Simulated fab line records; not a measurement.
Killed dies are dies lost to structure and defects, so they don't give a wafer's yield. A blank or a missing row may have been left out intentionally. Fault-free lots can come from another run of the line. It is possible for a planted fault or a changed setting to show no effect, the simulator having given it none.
The tool behind it: which one? | flow nand harc | 12 lots with 36 wafers sampled at 3 steps, on a route of 1302 steps

== WHAT THE GAUGES SHOWED, per wafer ==
NHARC_P_BONDPAD_THK_MEAS_20: measures by xrf.
lot  | measured     | on            | thk nm (nm)
L074 | day 7 01:53  | film metro-02 | 160.5 161.7 159.8
L077 | day 8 08:56  | film metro-01 | 163.2 162.3 163.8
L079 | day 8 21:16  | film metro-01 | 159.7 157.7 158.2
L081 | day 9 15:23  | film metro-01 | 160.4 160.1 158.0
L083 | day 10 06:31 | film metro-02 | 160.8 161.3 158.5
L085 | day 11 03:05 | film metro-01 | 160.7 161.4 160.7
L087 | day 12 18:31 | film metro-01 | 160.7 157.1 161.7
L089 | day 13 06:20 | film metro-01 | 162.1 162.1 160.0
L091 | day 14 05:43 | film metro-01 | 159.2 161.0 161.4
L093 | day 14 20:37 | film metro-02 | 158.0 159.9 157.9
L095 | day 15 11:59 | film metro-01 | 161.5 160.6 157.5
L097 | day 16 02:33 | film metro-02 | 159.0 159.2 161.9

== EACH LOT AND THE TOOL THAT RAN IT (in order: tool; ch and the chambers of the sampled wafers; start) ==
lot  | NHARC_P_BONDPAD_ETCH_37            | NHARC_P_BONDPAD_ETCH_24
L074 | rie diel-10 ch 0,1, day 6 23:38    | rie diel-04 ch 2,3, day 7 01:53 or earlier
L077 | rie diel-10 ch 0,1,3, day 8 06:41  | rie diel-10 ch 0,2, day 8 08:56 or earlier
L079 | rie diel-07 ch 0,1,2, day 8 19:01  | rie diel-04 ch 0,1,3, day 8 21:16 or earlier
L081 | rie diel-07 ch 0,1,2, day 9 13:08  | rie diel-04 ch 1,2,3, day 9 15:23 or earlier
L083 | rie diel-07 ch 0,3, day 10 04:15   | rie diel-04 ch 1,2,3, day 10 06:31 or earlier
L085 | rie diel-07 ch 0,2, day 11 00:48   | rie diel-10 ch 1,2,3, day 11 03:05 or earlier
L087 | rie diel-04 ch 1,2,3, day 12 16:10 | rie diel-07 ch 0,2, day 12 16:39
L089 | rie diel-07 ch 0,2, day 13 03:59   | rie diel-04 ch 1,2,3, day 13 06:20 or earlier
L091 | rie diel-04 ch 0,2, day 14 03:27   | rie diel-04 ch 0,2,3, day 14 05:43 or earlier
L093 | rie diel-04 ch 0,2, day 14 18:20   | rie diel-07 ch 0,1,2, day 14 18:50
L095 | rie diel-04 ch 1,2, day 15 09:38   | rie diel-07 ch 0,1, day 15 10:10
L097 | rie diel-07 ch 0,2,3, day 16 00:15 | rie diel-10 ch 0,2, day 16 00:45
- NHARC_P_BONDPAD_ETCH_37: etches the open film in N2/H2, target depth 60 nm, overetch 18 nm, time 65.91 s.
- NHARC_P_BONDPAD_ETCH_24: etches the open film in CF4/N2, target depth 30 nm, time 72.99 s.

== THE ANSWER, worked out from the rows above alone ==
Rule: the lots themselves supply what counts as usual. The widest of any qualifying gaps counts: lots, ordered by their means at a reading, are off when they make up no more than a third of the lots, leave a main group of 4 or more, and stand apart from it by 3 or more times the standard deviation of that group's means. The tables above print the reading to a certain number of digits; a main group whose means all agree to those digits is not used. Also off: a lot with no number at a reading for which 4 or more lots have one. Where the step has rows for the other lots, those lots are counted as sound.
No lot is off at any reading shown: from this, nothing can be told.

== WHAT WAS PUT IN BY THE SIMULATOR ==
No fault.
